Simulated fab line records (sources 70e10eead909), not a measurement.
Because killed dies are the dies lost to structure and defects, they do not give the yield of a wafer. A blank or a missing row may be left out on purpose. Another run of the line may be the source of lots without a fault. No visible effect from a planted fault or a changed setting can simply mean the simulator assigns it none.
Matching of chambers + flow nandHarc + NHARC_A_CHANNEL_FILL_D1_CMP_10 on cmp-03 has 4 sister chambers
The step polishes, target thk 150 nm. 16 wafers are shown with their chamber, then 8 later ones without.

## WAFERS WITH THEIR CHAMBER
| wafer  | chamber | motorCurrentA (A) | timeToEndpointS (s) |
|--------|---------|-------------------|---------------------|
| L074.1 | 2       | 11.6              | 16.4                |
| L074.5 | 3       | 14.6              | 18.1                |
| L074.6 | 2       | 11.0              | 16.4                |
| L078.2 | 2       | 11.1              | 13.3                |
| L078.4 | 3       | 14.9              | 13.0                |
| L078.5 | 1       | 12.8              | 12.2                |
| L082.1 | 2       | 11.4              | 18.6                |
| L082.3 | 3       | 15.3              | 17.0                |
| L082.6 | 0       | 12.8              | 18.8                |
| L083.1 | 0       | 12.4              | 15.1                |
| L083.4 | 3       | 14.9              | 17.8                |
| L083.5 | 3       | 15.1              | 15.4                |
| L085.3 | 3       | 15.4              | 13.5                |
| L085.5 | 0       | 11.7              | 13.1                |
| L085.6 | 1       | 12.1              | 13.7                |
| L087.2 | 0       | 12.5              | 12.2                |

SIGNATURES, as means of the wafers listed above
| reading         | chamber 0 | chamber 1 | chamber 2 | chamber 3 | scatter within a chamber |
|-----------------|-----------|-----------|-----------|-----------|--------------------------|
| motorCurrentA   | 12.350    | 12.450    | 11.275    | 15.033    | 0.36                     |
| timeToEndpointS | 14.800    | 12.950    | 16.175    | 15.800    | 2.33                     |
Rule: for a wafer and a chamber, the distance is found by dividing, reading by reading, the gap between the wafer's reading and the chamber's mean by the reading's scatter, squaring, summing and taking the root. If the next closest chamber is less than 2 further off than the closest, the wafer can't be placed; otherwise it belongs to the closest. The scatter is the square root of a quotient: the sum, over the shown wafers, of each reading's squared deviation from its chamber's mean, divided by wafers minus chambers.

## WAFERS WITHOUT THEIR CHAMBER
| wafer  | motorCurrentA (A) | timeToEndpointS (s) |
|--------|-------------------|---------------------|
| L087.5 | 11.9              | 8.9                 |
| L087.6 | 15.4              | 13.8                |
| L088.4 | 11.6              | 15.4                |
| L088.5 | 11.2              | 12.0                |
| L088.6 | 15.6              | 11.5                |
| L093.1 | 15.2              | 15.0                |
| L093.5 | 13.1              | 14.9                |
| L093.6 | 11.5              | 15.4                |

## WHICH CHAMBER EACH ONE RAN IN
| wafer  | from the rows above          | in truth |
|--------|------------------------------|----------|
| L087.5 | can't be placed: 1 or 0 or 2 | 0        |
| L087.6 | 3                            | 3        |
| L088.4 | can't be placed: 2 or 0 or 1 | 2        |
| L088.5 | can't be placed: 2 or 0 or 1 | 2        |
| L088.6 | 3                            | 3        |
| L093.1 | 3                            | 3        |
| L093.5 | can't be placed: 1 or 0      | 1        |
| L093.6 | can't be placed: 2 or 0      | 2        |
3 of 8 placed correctly. From these rows, 5 cannot be placed; in 5 the true chamber is one of the candidates. Number placed wrongly: 0.
